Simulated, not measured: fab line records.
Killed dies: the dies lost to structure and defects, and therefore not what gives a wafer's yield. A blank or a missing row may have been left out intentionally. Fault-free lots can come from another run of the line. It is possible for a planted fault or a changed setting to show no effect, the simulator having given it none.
Split-lot experiment -- flow n5-finfet -- 21 wafers read across 7 lots, on a route 1938 steps long

== THE SPLIT ==
At N5_HKMG_FIN_ETCH_54 (etches SiARC in CF4, target depth 45.5 nm, time 75.8 s), the setting source-w was moved away from the recipe's 545 W on 6 of the 21 wafers read, by -14.6% to +10.4%. All remaining wafers had this setting at the recipe value.

The split's own step is where the reading is taken.

== THE READING ==
rf-vpp-V, in V, at N5_HKMG_FIN_ETCH_54 (etches SiARC in CF4, target depth 45.5 nm, time 75.8 s). Fault-free wafers of this fab line usually give 184.6 V, standard deviation 0.89 V.

wafer,"tool, chamber at the split","source-w as run, W",against the recipe,"rf-vpp-V, V",against lot-mates on the recipe
L075.1,"rie-diel-06, 2",545,recipe,184.2,-
L075.3,"rie-diel-06, 0",465.6,-14.6%,195.1,+10.2
L075.5,"rie-diel-06, 2",545,recipe,185.7,-
L076.1,"rie-diel-02, 3",545,recipe,183.8,-
L076.3,"rie-diel-02, 3",545,recipe,183.5,-
L076.4,"rie-diel-02, 2",545,recipe,184.8,-
L077.2,"rie-diel-02, 3",545,recipe,185.2,-
L077.3,"rie-diel-02, 3",545,recipe,184.1,-
L077.6,"rie-diel-02, 2",545,recipe,185.2,-
L079.4,"rie-diel-01, 1",588.9,+8.1%,179.1,-3.5
L079.5,"rie-diel-01, 3",545,recipe,182.6,-
L079.6,"rie-diel-01, 0",588.9,+8.1%,179.4,-3.2
L080.1,"rie-diel-06, 2",545,recipe,184.3,-
L080.3,"rie-diel-06, 1",469.1,-13.9%,194.8,+10.6
L080.4,"rie-diel-06, 2",545,recipe,184.2,-
L082.4,"rie-diel-01, 3",545,recipe,185.2,-
L082.5,"rie-diel-01, 3",601.9,+10.4%,177.2,-8.0
L082.6,"rie-diel-01, 0",601.9,+10.4%,178.3,-6.9
L088.2,"rie-diel-06, 1",545,recipe,186.8,-
L088.4,"rie-diel-06, 0",545,recipe,185.5,-
L088.5,"rie-diel-06, 1",545,recipe,184.8,-

FIT RESULTS
A straight line over all 21 wafers: rf-vpp-V changes by -0.697 V for each +1% of source-w; r = -0.98; the points scatter about the line by 0.91 V.
The same after taking each lot's own level away (the mean of its wafers on the recipe; 21 wafers): -0.671 V for each +1%; r = -0.98; scatter 0.89 V.
The reading moves by 9.8 V for the largest change in source-w, on that fit.
The span of the lots' own levels, 182.60 to 185.70 V, comes to 3.5 times the standard deviation stated above.
The two slopes are in agreement: the lot-to-lot level therefore moves the slope only a little.
Check: +9.94 V against its lot-mates is what the line predicts for one of the wafers moved furthest among these (-14.6%) when that wafer is left out of the fit. It came out at +10.2 V against them.
Tool readings at the split's step, against how far the setting was moved: etch-rf-on-time-s r = -0.96; rf-vpp-V r = -0.98.

== FURTHER SPLITS ON THESE WAFERS ==
Note: prior to the reading, these wafers also went through further splits. Each is held against what the fit with the lots' levels taken away leaves over:
other split on the same wafers,wafers away from the commonest value,r with rf-vpp-V (lot level and that fit taken away)
N5_STI_FIN_REVEAL_PRECLEAN_17 time-s,7,-0.19
N5_SD_EPI_N_COAT_33 spin-rpm,8,+0.11
N5_SD_EPI_N_PEB_07 peb-time-s,8,-0.01
N5_SDB_EXPOSE_08 dose-mj,5,+0.06

== THE WHOLE CHAIN: every reading that the file lists as answering this split, in the file's order ==
step,what it does,reading,change (the file's fit),r (the file's)
N5_HKMG_FIN_ETCH_54,"etches SiARC in CF4, target depth 45.5 nm, time 75.8 s",etch-rf-on-time-s,withheld for each +1% of the setting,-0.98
N5_HKMG_FIN_ETCH_54,"etches SiARC in CF4, target depth 45.5 nm, time 75.8 s",rf-vpp-V,-0.687 V for each +1% of the setting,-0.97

== THE FILE'S OWN FIT ==
rf-vpp-V changes by -0.687 V for each +1% of source-w, r = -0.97.
